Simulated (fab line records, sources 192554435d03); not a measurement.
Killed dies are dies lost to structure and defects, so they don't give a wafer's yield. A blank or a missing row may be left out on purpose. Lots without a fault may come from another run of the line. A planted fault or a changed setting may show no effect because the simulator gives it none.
Split-lot experiment | flow n5_finfet | 7 lots, 21 wafers read, on a route of 1938 steps

THE SPLIT
At N5_BEOL_M0_SAQP_DESCUM_19 (chemistry O2, time 7.9 s), the setting time_s was moved away from the recipe's 7.9 s on 8 of the 21 wafers read, by -13.8% to +21.3%. The other wafers ran this setting at the recipe's value.

The file shows no step between the split and the reading.

THE READING
CAR-ArF_of_BEOL_M0_SAQP_COAT_08.thk_nm (the simulator's own value, which no gauge read), in nm, at N5_BEOL_M0_SAQP_ETCH_83 (etches SiARC in CF4, target depth 39 nm, time 65 s). The file gives no usual value for it. The 13 wafers here that ran the recipe average 55.6 nm, standard deviation 0.27 nm.

wafer  | tool, chamber at the split | time_s as run, s | against the recipe | CAR-ArF_of_BEOL_M0_SAQP_COAT_08.thk_nm, nm | against lot-mates on the recipe
L074.1 | rie_diel-04, 2             | 7.9              | recipe             | 55.2                                       | -
L074.2 | rie_diel-04, 1             | 7.9              | recipe             | 55.4                                       | -
L074.4 | rie_diel-04, 1             | 7.22             | -8.6%              | 55.6                                       | +0.3
L075.3 | rie_diel-04, 1             | 7.9              | recipe             | 55.6                                       | -
L075.4 | rie_diel-04, 0             | 6.811            | -13.8%             | 56.4                                       | +0.8
L075.5 | rie_diel-04, 2             | 6.811            | -13.8%             | 56.2                                       | +0.6
L076.1 | rie_diel-03, 1             | 9.07             | +14.8%             | 54.6                                       | -0.8
L076.4 | rie_diel-03, 0             | 9.07             | +14.8%             | 54.6                                       | -0.8
L076.5 | rie_diel-03, 1             | 7.9              | recipe             | 55.4                                       | -
L077.1 | rie_diel-06, 3,2           | 7.9              | recipe             | 56                                         | -
L077.3 | rie_diel-06, 2             | 7.9              | recipe             | 55.8                                       | -
L077.6 | rie_diel-06, 3,2           | 7.9              | recipe             | 55.8                                       | -
L080.4 | rie_diel-04, 2             | 7.9              | recipe             | 55.4                                       | -
L080.5 | rie_diel-04, 1             | 9.558            | +21.0%             | 54.2                                       | -1.1
L080.6 | rie_diel-04, 2             | 7.9              | recipe             | 55.2                                       | -
L083.1 | rie_diel-04, 3,2           | 7.9              | recipe             | 55.8                                       | -
L083.6 | rie_diel-04, 3,2           | 7.9              | recipe             | 55.8                                       | -
L083.2 | rie_diel-04, 1             | 8.359            | +5.8%              | 55.6                                       | -0.2
L090.4 | rie_diel-03, 2             | 9.585            | +21.3%             | 54.6                                       | -1.2
L090.5 | rie_diel-03, 2             | 7.9              | recipe             | 56                                         | -
L090.6 | rie_diel-03, 3             | 7.9              | recipe             | 55.6                                       | -
Where a row lists several chambers, the file gives one row for several wafers and doesn't say which wafer went through which chamber.

THE FIT
A straight line over all 21 wafers: CAR-ArF_of_BEOL_M0_SAQP_COAT_08.thk_nm changes by -0.0541 nm for each +1% of time_s; r = -0.88; the points scatter about the line by 0.27 nm.
The same after taking each lot's own level away (the mean of its wafers on the recipe; 21 wafers): -0.0521 nm for each +1%; r = -0.98; scatter 0.1 nm.
On that fit, the largest move of time_s shifts the reading by 1.1 nm.
The lots' own levels span 55.30 to 55.87 nm, that is 2.1 times the standard deviation above.
So the lot-to-lot level changes the slope little: the two slopes agree.
Check: with one of the wafers moved furthest among these (+21.3%) left out of the fit, the line predicts -1.1 nm for it against its lot-mates. It came out at -1.2 nm against them.

OTHER SPLITS ON THESE WAFERS
These wafers also went through other splits before the reading. Each is held against what the fit with the lots' levels taken away leaves over:
other split on the same wafers       | wafers away from the commonest value | r with CAR-ArF_of_BEOL_M0_SAQP_COAT_08.thk_nm (lot level and that fit taken away)
N5_MOL_CONTACT_COAG_COAT_76 spin_rpm | 4                                    | +0.32

THE WHOLE CHAIN: every reading that the file lists as answering this split, in the file's order
step                      | what it does                                       | reading                                                                                 | change (the file's fit)                | r (the file's)
N5_BEOL_M0_SAQP_DESCUM_19 | chemistry O2, time 7.9 s                           | CAR-ArF_of_BEOL_M0_SAQP_COAT_08.thk_nm (the simulator's own value, which no gauge read) | -0.0533 nm for each +1% of the setting | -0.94
N5_BEOL_M0_SAQP_ETCH_83   | etches SiARC in CF4, target depth 39 nm, time 65 s | CAR-ArF_of_BEOL_M0_SAQP_COAT_08.thk_nm (the simulator's own value, which no gauge read) | -0.0523 nm for each +1% of the setting | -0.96

THE FILE'S OWN FIT
CAR-ArF_of_BEOL_M0_SAQP_COAT_08.thk_nm changes by -0.0523 nm for each +1% of time_s, r = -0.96.
